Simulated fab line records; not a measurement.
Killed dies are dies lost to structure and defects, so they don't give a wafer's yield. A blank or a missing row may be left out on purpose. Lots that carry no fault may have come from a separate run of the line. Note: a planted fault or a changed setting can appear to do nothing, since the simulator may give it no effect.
A lot that was struck, set against a sound lot -- flow n5 finfet -- 15 steps out of a route of 1938
Sound: wafers L749.1, L749.2, L749.3. Wafers L755.1, L755.4, L755.5 were the ones struck. The cause is given at the end.
Each step with rows lists, per side, the tool, then ch with its chambers, then its first start. Under that, the readings that differ: sound wafers -- struck wafers -- difference of the means -- sigmas: that difference in standard deviations of wafers without a fault.
alike: same words and numbers on both sides, and readings whose means sit less than 2 such deviations apart. not compared: any withheld reading, any reading some wafer has no value for, any bound like >300 that may hide the same value, and any number with overlapping values for which the record gives no deviation.
The two part at a step that has a row with sigmas, a row that says differs or no value, or rows on one side only. When numbers do not overlap yet have no deviation, they are printed without sigmas and do not part them. Lack of a reading on every wafer of one side parts them only where that side has two or more wafers.

N5_BEOL_M3_PRE_CLEAN_60: time 15 s.
  sound on cvd co-01 ch 0,1,2, day 9 20:54; struck on cvd co-01 ch 0,1, day 11 06:53
  alike: heater power w
N5_BEOL_M3_CO_CAP_55: material Co, precursor CCTBA/H2, target thk 2 nm, time 102.1 s.
  sound on cvd co-01 ch 0,1,2, day 9 20:56; struck on cvd co-01 ch 0,1, day 11 06:55
  alike: heater power w
then, 1 step without rows for these wafers: N5_BEOL_M3_PRE_CLEAN_56 (time 15 s).
N5_BEOL_M3_DEP_57: deposits SiCN from 3MS/NH3, target thk 8 nm, time 14 s.
  sound on pecvd-01 ch 0,1,2, day 9 21:04; struck on pecvd-04 ch 1,2, day 11 07:02
  alike: showerhead plenum p Torr, throttle valve pct
N5_BEOL_M3_RS_MEAS_58: measures by four-point-probe.
  sound: film metro-01 at day 9 21:08; struck: film metro-02 at day 11 07:06
  alike: M3_RS
N5_BEOL_M3_INSPECT_59: inspects for defects (darkfield).
  sound: defect inspect-02 at day 9 21:09; struck: defect inspect-02 at day 11 07:07
  alike: raw defect count
N5_BEOL_M4_ILD_DEP_00: deposits SiOC from DEMS/O2, target thk 79 nm, time 15.3 s.
  sound on pecvd-03 ch 0,1, day 9 21:11; struck on pecvd-01 ch 0,1,2, day 11 07:10
  alike: heater power w, showerhead plenum p Torr, throttle valve pct
N5_BEOL_M4_THK_MEAS_01:
  sound: film metro-01 at day 9 21:16; struck: film metro-02 at day 11 07:14
  alike: M4_ILD_THK
N5_BEOL_M4_PECVD_72: deposits SiO2 from TEOS/O2, target thk 16 nm, time 18 s.
  sound on pecvd-02 ch 0,1, day 9 21:19; struck on pecvd-02 ch 0,1, day 11 07:16
  alike: heater power w, showerhead plenum p Torr, throttle valve pct
then, 3 steps without rows for these wafers: N5_BEOL_M4_HM_DEP_02 (deposits TiN, target thk 20 nm); N5_BEOL_M4_COAT_61 (time 60 s, resist thk 60 nm); N5_BEOL_M4_COAT_62 (time 60 s, resist thk 12 nm).
N5_BEOL_M4_COAT_73: time 60 s, resist thk 5 nm.
  sound on litho track-05 ch 0, day 9 21:37; struck on litho track-01 ch 0, day 11 09:11
reading,sound,struck,difference,sigmas
heater power total W (W),393.9 390.2 392.2,379.8 379.0 379.1,-12.8,-10
plate temp C (C),204.97 204.81 204.94,199.32 199.16 198.75,-5.83,-36
  alike: resist line temp C
then, 1 step without rows for these wafers: N5_BEOL_M4_COAT_05 (resist thk 30 nm).
N5_BEOL_M4_RC_MEAS_101:
  sound on prober-02 ch 0, day 11 03:59; struck on prober-02 ch 0, day 12 17:55
  alike: DIBL_N, DIBL_P, IOFF_N, IOFF_P, ION_N, ION_P, SS_N, SS_P, VT_N, VT_P

WHERE THEY PART
At N5_BEOL_M4_COAT_73 and nowhere else, as far as this record goes. Later steps at which nothing parts them and some readings are alike: N5_BEOL_M4_RC_MEAS_101.

WHY: what the simulator had put in
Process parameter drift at N5_BEOL_M4_COAT_73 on litho track-01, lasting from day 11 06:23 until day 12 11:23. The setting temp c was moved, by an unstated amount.
